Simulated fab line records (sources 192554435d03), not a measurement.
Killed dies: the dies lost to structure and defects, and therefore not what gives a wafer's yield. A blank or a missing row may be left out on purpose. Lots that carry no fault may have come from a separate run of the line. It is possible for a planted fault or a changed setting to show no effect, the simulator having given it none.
Split-lot trial || flow n5-finfet || 7 lots, 21 wafers read, on a route of 1938 steps

SPLIT DETAILS
At N5_BEOL_M1_COAT_61 (time 60 s, resist thk 60 nm), the setting spin-rpm was moved away from the recipe's 1500 rpm on 9 of the 21 wafers read, by -8.1% to +7.7%. All remaining wafers had this setting at the recipe value.

FROM THE SPLIT TO THE READING: what the file shows between them, 4 steps
- N5_BEOL_M1_COAT_62: time 60 s, resist thk 12 nm
- N5_BEOL_M1_COAT_73: time 60 s, resist thk 5 nm
- N5_BEOL_M1_ETCH_74: etches underlayer in N2/H2, target depth 6.5 nm, time 5.2 s
- N5_BEOL_M1_ETCH_63: etches SiARC in CF4, target depth 15.6 nm, time 26 s

THE READING
etch.depth-nm (the simulator's own value, which no gauge read), in nm, at N5_BEOL_M1_ETCH_64 (etches SOC in N2/H2, target depth 75 nm, overetch 15 nm, time 112.5 s). The file gives no usual value for it. Across the 12 wafers here that went through the recipe, the average is 59.93 nm and the standard deviation 0.21 nm.

{"wafer": "L074.1", "tool, chamber at the split": "litho-track-03, 0", "spin-rpm as run, rpm": 1500, "against the recipe": "recipe", "etch.depth-nm, nm": 59.78, "against lot-mates on the recipe": "-"}
{"wafer": "L074.5", "tool, chamber at the split": "litho-track-03, 0", "spin-rpm as run, rpm": 1500, "against the recipe": "recipe", "etch.depth-nm, nm": 59.92, "against lot-mates on the recipe": "-"}
{"wafer": "L074.6", "tool, chamber at the split": "litho-track-03, 0", "spin-rpm as run, rpm": 1417, "against the recipe": "-5.5%", "etch.depth-nm, nm": 61.65, "against lot-mates on the recipe": "+1.80"}
{"wafer": "L083.3", "tool, chamber at the split": "litho-track-05, 0", "spin-rpm as run, rpm": 1500, "against the recipe": "recipe", "etch.depth-nm, nm": 59.65, "against lot-mates on the recipe": "-"}
{"wafer": "L083.4", "tool, chamber at the split": "litho-track-05, 0", "spin-rpm as run, rpm": 1500, "against the recipe": "recipe", "etch.depth-nm, nm": 59.76, "against lot-mates on the recipe": "-"}
{"wafer": "L083.5", "tool, chamber at the split": "litho-track-05, 0", "spin-rpm as run, rpm": 1500, "against the recipe": "recipe", "etch.depth-nm, nm": 59.71, "against lot-mates on the recipe": "-"}
{"wafer": "L090.2", "tool, chamber at the split": "litho-track-03, 0", "spin-rpm as run, rpm": 1558, "against the recipe": "+3.9%", "etch.depth-nm, nm": 59.02, "against lot-mates on the recipe": -1.19}
{"wafer": "L090.3", "tool, chamber at the split": "litho-track-03, 0", "spin-rpm as run, rpm": 1558, "against the recipe": "+3.9%", "etch.depth-nm, nm": 59.23, "against lot-mates on the recipe": -0.98}
{"wafer": "L090.6", "tool, chamber at the split": "litho-track-03, 0", "spin-rpm as run, rpm": 1500, "against the recipe": "recipe", "etch.depth-nm, nm": 60.21, "against lot-mates on the recipe": "-"}
{"wafer": "L094.1", "tool, chamber at the split": "litho-track-05, 0", "spin-rpm as run, rpm": 1500, "against the recipe": "recipe", "etch.depth-nm, nm": 59.85, "against lot-mates on the recipe": "-"}
{"wafer": "L094.3", "tool, chamber at the split": "litho-track-05, 0", "spin-rpm as run, rpm": 1378, "against the recipe": "-8.1%", "etch.depth-nm, nm": 62.57, "against lot-mates on the recipe": "+2.59"}
{"wafer": "L094.4", "tool, chamber at the split": "litho-track-05, 0", "spin-rpm as run, rpm": 1500, "against the recipe": "recipe", "etch.depth-nm, nm": 60.1, "against lot-mates on the recipe": "-"}
{"wafer": "L096.1", "tool, chamber at the split": "litho-track-05, 0", "spin-rpm as run, rpm": 1616, "against the recipe": "+7.7%", "etch.depth-nm, nm": 57.91, "against lot-mates on the recipe": -2.04}
{"wafer": "L096.2", "tool, chamber at the split": "litho-track-05, 0", "spin-rpm as run, rpm": 1500, "against the recipe": "recipe", "etch.depth-nm, nm": 59.95, "against lot-mates on the recipe": "-"}
{"wafer": "L096.6", "tool, chamber at the split": "litho-track-05, 0", "spin-rpm as run, rpm": 1616, "against the recipe": "+7.7%", "etch.depth-nm, nm": 57.8, "against lot-mates on the recipe": -2.15}
{"wafer": "L095.1", "tool, chamber at the split": "litho-track-02, 0", "spin-rpm as run, rpm": 1457, "against the recipe": "-2.9%", "etch.depth-nm, nm": 61.23, "against lot-mates on the recipe": "+0.83"}
{"wafer": "L095.3", "tool, chamber at the split": "litho-track-02, 0", "spin-rpm as run, rpm": 1457, "against the recipe": "-2.9%", "etch.depth-nm, nm": 61.19, "against lot-mates on the recipe": "+0.79"}
{"wafer": "L095.5", "tool, chamber at the split": "litho-track-02, 0", "spin-rpm as run, rpm": 1500, "against the recipe": "recipe", "etch.depth-nm, nm": 60.4, "against lot-mates on the recipe": "-"}
{"wafer": "L097.1", "tool, chamber at the split": "litho-track-05, 0", "spin-rpm as run, rpm": 1426, "against the recipe": "-4.9%", "etch.depth-nm, nm": 61.7, "against lot-mates on the recipe": "+1.77"}
{"wafer": "L097.3", "tool, chamber at the split": "litho-track-05, 0", "spin-rpm as run, rpm": 1500, "against the recipe": "recipe", "etch.depth-nm, nm": 60.03, "against lot-mates on the recipe": "-"}
{"wafer": "L097.5", "tool, chamber at the split": "litho-track-05, 0", "spin-rpm as run, rpm": 1500, "against the recipe": "recipe", "etch.depth-nm, nm": 59.84, "against lot-mates on the recipe": "-"}

THE FIT
A straight line over all 21 wafers: etch.depth-nm changes by -0.297 nm for each +1% of spin-rpm; r = -0.98; the points scatter about the line by 0.24 nm.
The same after taking each lot's own level away (the mean of its wafers on the recipe; 21 wafers): -0.297 nm for each +1%; r = -0.99; scatter 0.12 nm.
On that fit, the largest move of spin-rpm shifts the reading by 2.4 nm.
Across the lots, their own levels run from 59.707 to 60.400 nm, a range of 3.3 times the standard deviation given above.
The two slopes agree, so the slope changes little with the lot-to-lot level.
Check: for one of the wafers moved furthest among these (-8.1%), held out of the fit, the line's prediction against its lot-mates is +2.41 nm. It came out at +2.59 nm against them.

ADDITIONAL SPLITS CARRIED BY THESE WAFERS
These wafers also went through other splits before the reading. Each is held against what the fit with the lots' levels taken away leaves over:
{"other split on the same wafers": "N5_BEOL_M0_SAQP_SPACER2_ALD_26 target-thk-a", "wafers away from the commonest value": 7, "r with etch.depth-nm (lot level and that fit taken away)": "+0.07"}
{"other split on the same wafers": "N5_BEOL_M1_PECVD_72 time-s", "wafers away from the commonest value": 11, "r with etch.depth-nm (lot level and that fit taken away)": -0.14}

THE WHOLE CHAIN: every reading that the file lists as answering this split, in the file's order
{"step": "N5_BEOL_M1_COAT_61", "what it does": "time 60 s, resist thk 60 nm", "reading": "SOC_of_BEOL_M1_COAT_61.thk-nm (the simulator's own value, which no gauge read)", "change (the file's fit)": "-0.306 nm for each +1% of the setting", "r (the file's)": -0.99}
{"step": "N5_BEOL_M1_ETCH_64", "what it does": "etches SOC in N2/H2, target depth 75 nm, overetch 15 nm, time 112.5 s", "reading": "etch.depth-nm (the simulator's own value, which no gauge read)", "change (the file's fit)": "-0.306 nm for each +1% of the setting", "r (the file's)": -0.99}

THE FILE'S OWN FIT
etch.depth-nm changes by -0.306 nm for each +1% of spin-rpm, r = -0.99.
